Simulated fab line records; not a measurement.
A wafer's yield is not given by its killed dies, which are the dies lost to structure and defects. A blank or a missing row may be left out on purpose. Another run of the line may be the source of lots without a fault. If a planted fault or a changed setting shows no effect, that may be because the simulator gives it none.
Chamber matching ; flow n5 finfet ; pecvd-03 running N5_BEOL_M4_DEP_57: 3 sister chambers
The step deposits SiCN from 3MS/NH3, target thk 8 nm, time 14 s. 3 wafers are shown with their chamber, then 11 later ones without.

EACH WAFER AND ITS CHAMBER
wafer;chamber;throttle valve pct (%)
L086.3;1;9.6
L086.4;0;9.0
L084.2;2;8.1

WAFERS WITHOUT THEIR CHAMBER
wafer;throttle valve pct (%)
L084.4;9.5
L084.5;8.8
L094.2;8.3
L094.3;9.6
L094.4;8.5
L097.1;7.8
L097.2;9.2
L097.4;9.2
L095.2;9.7
L095.3;8.2
L095.5;8.2

EACH ONE'S CHAMBER
wafer;from the rows above;in truth
L084.4;can't be placed: 1 or 0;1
L084.5;0;0
L094.2;2;2
L094.3;1;1
L094.4;can't be placed: 2 or 0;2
L097.1;2;2
L097.2;can't be placed: 0 or 1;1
L097.4;can't be placed: 0 or 1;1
L095.2;1;1
L095.3;2;2
L095.5;2;2
Correctly placed: 7 of 11. Not placeable from these rows: 4 (in 4, the candidates include the true chamber). Placed wrongly: 0.
How it was worked out, from the rows above alone: a wafer's distance from a chamber is the root of the sum, over the readings, of the square of ((its reading less the chamber's mean) divided by the reading's scatter). The wafer belongs to the nearest chamber; if the next one is less than 2 further off, it can't be placed. A chamber's mean is the mean of its shown wafers. The scatter (one wafer shown for each chamber): square how far every hidden wafer sits from the nearest shown wafer, average those squares and take the square root.
